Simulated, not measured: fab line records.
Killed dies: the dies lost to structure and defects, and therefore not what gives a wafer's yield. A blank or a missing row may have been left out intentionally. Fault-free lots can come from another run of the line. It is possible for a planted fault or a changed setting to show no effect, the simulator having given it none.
Which tool was responsible?	flow nand harc	12 lots, 36 wafers sampled, at 5 steps of a route of 1302

## WHAT EACH GAUGE READ, for each wafer
NHARC_A_CONTACT_CD_MEAS_53.
lot	measured	on	cd nm (nm)
L076	day 22 09:43	cd sem-03	288.4 289.4 289.7
L075	day 22 19:21	cd sem-03	289.5 290.5 289.7
L079	day 23 03:30	cd sem-01	289.1 289.4 288.6
L082	day 24 23:59	cd sem-02	288.7 288.9 289.2
L084	day 26 04:22	cd sem-03	288.0 289.0 288.9
L083	day 26 04:37	cd sem-03	289.3 289.9 289.0
L087	day 26 16:28	cd sem-02	289.0 289.6 289.3
L089	day 27 11:19	cd sem-03	289.8 290.3 289.9
L092	day 28 17:02	cd sem-03	287.5 289.0 287.7
L094	day 30 01:23	cd sem-02	288.4 289.1 288.8
L096	day 30 05:48	cd sem-03	290.2 288.9 289.0
L097	day 31 04:55	cd sem-03	290.0 289.7 288.6

## TOOL THAT RAN EACH LOT (tool first, then ch and the chambers of the sampled wafers, then the start)
lot	NHARC_A_WL_FILL_STRIP_27	NHARC_A_CONTACT_DEP_24	NHARC_A_CONTACT_ETCH_112	NHARC_A_CONTACT_ETCH_118
L076	plasma asher-01 ch 0,1, day 21 04:41	pecvd-04 ch 0,2, day 21 21:28	har cap etch-02 ch 0,1, day 22 06:02	har cap etch-02 ch 0,1, day 22 07:04
L075	plasma asher-02 ch 0,1, day 21 15:09	pecvd-02 ch 0,1,2, day 22 08:43	har cap etch-02 ch 1, day 22 16:14	har cap etch-02 ch 1, day 22 17:16
L079	plasma asher-02 ch 0,1, day 21 20:53	pecvd-04 ch 0,1, day 22 16:55	har cap etch-01 ch 0,1, day 23 00:25	har cap etch-01 ch 0,1, day 23 01:27
L082	plasma asher-02 ch 0,1, day 23 17:27	pecvd-02 ch 1,2, day 24 11:07	har cap etch-01 ch 0,1, day 24 20:55	har cap etch-01 ch 0,1, day 24 21:56
L084	plasma asher-02 ch 1, day 24 21:56	pecvd-04 ch 0,1, day 25 16:19	har cap etch-03 ch 0,1, day 26 01:20	har cap etch-03 ch 0,1, day 26 02:21
L083	plasma asher-01 ch 0,1, day 25 01:44	pecvd-03 ch 0,1, day 25 15:53	har cap etch-02 ch 0,1, day 26 01:34	har cap etch-02 ch 0,1, day 26 02:35
L087	plasma asher-01 ch 0, day 25 14:01	pecvd-04 ch 0,1,2, day 26 04:32	har cap etch-03 ch 0,1, day 26 12:34	har cap etch-03 ch 0,1, day 26 13:56
L089	plasma asher-01 ch 0,1, day 25 22:13	pecvd-02 ch 0,1,2, day 26 15:23	har cap etch-03 ch 0,1, day 27 08:17	har cap etch-03 ch 0,1, day 27 09:19
L092	plasma asher-02 ch 1, day 27 12:10	pecvd-02 ch 1,2, day 28 04:47	har cap etch-03 ch 0,1, day 28 14:00	har cap etch-03 ch 0,1, day 28 15:01
L094	plasma asher-02 ch 0,1, day 28 13:09	pecvd-04 ch 0,2, day 29 05:23	har cap etch-03 ch 0,1, day 29 22:19	har cap etch-03 ch 0,1, day 29 23:20
L096	plasma asher-02 ch 0,1, day 28 16:59	pecvd-03 ch 0,2, day 29 12:35	har cap etch-01 ch 0, day 30 02:43	har cap etch-01 ch 0, day 30 03:44
L097	plasma asher-02 ch 0,1, day 30 00:44	pecvd-03 ch 1,2, day 30 17:08	har cap etch-01 ch 0,1, day 31 01:54	har cap etch-01 ch 0,1, day 31 02:56
- NHARC_A_WL_FILL_STRIP_27: strips in N2/H2, time 20 s.
- NHARC_A_CONTACT_DEP_24: deposits SiO2, target thk 500 nm.
- NHARC_A_CONTACT_ETCH_112: etches the open film in C4F8/O2/Ar, time 190 s, target depth 1850 nm.
- NHARC_A_CONTACT_ETCH_118: etches the open film in C4F8/O2/Ar, time 190 s, target depth 1850 nm.

## THE ANSWER, worked out from the rows above alone
Rule: what is usual is taken from the lots themselves. The widest of any qualifying gaps counts: lots, ordered by their means at a reading, are off when they make up no more than a third of the lots, leave a main group of 4 or more, and stand apart from it by 3 or more times the standard deviation of that group's means. Not used: any main group whose means are identical at the precision the tables above print for the reading. A lot without any number at a reading at which 4 lots or more have one is off too. Any other lot the step has rows for is counted as sound.
Nothing can be told from this: no lot is off at any reading shown.

## WHAT THE SIMULATOR HAD PUT IN
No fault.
